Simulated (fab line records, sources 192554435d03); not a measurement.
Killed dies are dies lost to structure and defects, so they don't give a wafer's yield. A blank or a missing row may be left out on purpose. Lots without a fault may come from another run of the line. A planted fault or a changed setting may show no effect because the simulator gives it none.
Chamber matching | flow n5_finfet | N5_BEOL_M2_CO_CAP_55 on cvd_co-02: 3 sister chambers
The step material Co, precursor CCTBA/H2, target thk 2 nm, time 102.1 s. 3 wafers are shown with their chamber, then 7 later ones without.

WAFERS WITH THEIR CHAMBER
wafer  | chamber | run_length_s (s)
L757.3 | 1       | 123.7
L758.3 | 2       | 124.7
L758.4 | 0       | 125.9

WAFERS WITHOUT THEIR CHAMBER
wafer  | run_length_s (s)
L760.3 | 123.8
L760.4 | 125.6
L760.5 | 124.7
L761.3 | 125.9
L761.5 | 125.2
L762.5 | 123.9
L762.6 | 126.6

WHICH CHAMBER EACH WENT THROUGH
wafer  | from the rows above     | in truth
L760.3 | 1                       | 1
L760.4 | can't be placed: 0 or 2 | 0
L760.5 | 2                       | 2
L761.3 | 0                       | 0
L761.5 | can't be placed: 2 or 0 | 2
L762.5 | can't be placed: 1 or 2 | 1
L762.6 | 0                       | 0
Placed correctly: 4 of 7. Can't be placed from these rows: 3 (the true chamber is among the candidates in 3). Placed wrongly: 0.
How it was worked out, from the rows above alone: a wafer's distance from a chamber is the root of the sum, over the readings, of the square of ((its reading less the chamber's mean) divided by the reading's scatter). The wafer belongs to the nearest chamber; if the next one is less than 2 further off, it can't be placed. A chamber's mean is the mean of its shown wafers. The scatter: with one shown wafer a chamber, the root of the mean of the squares of how far each hidden wafer lies from its nearest shown one.
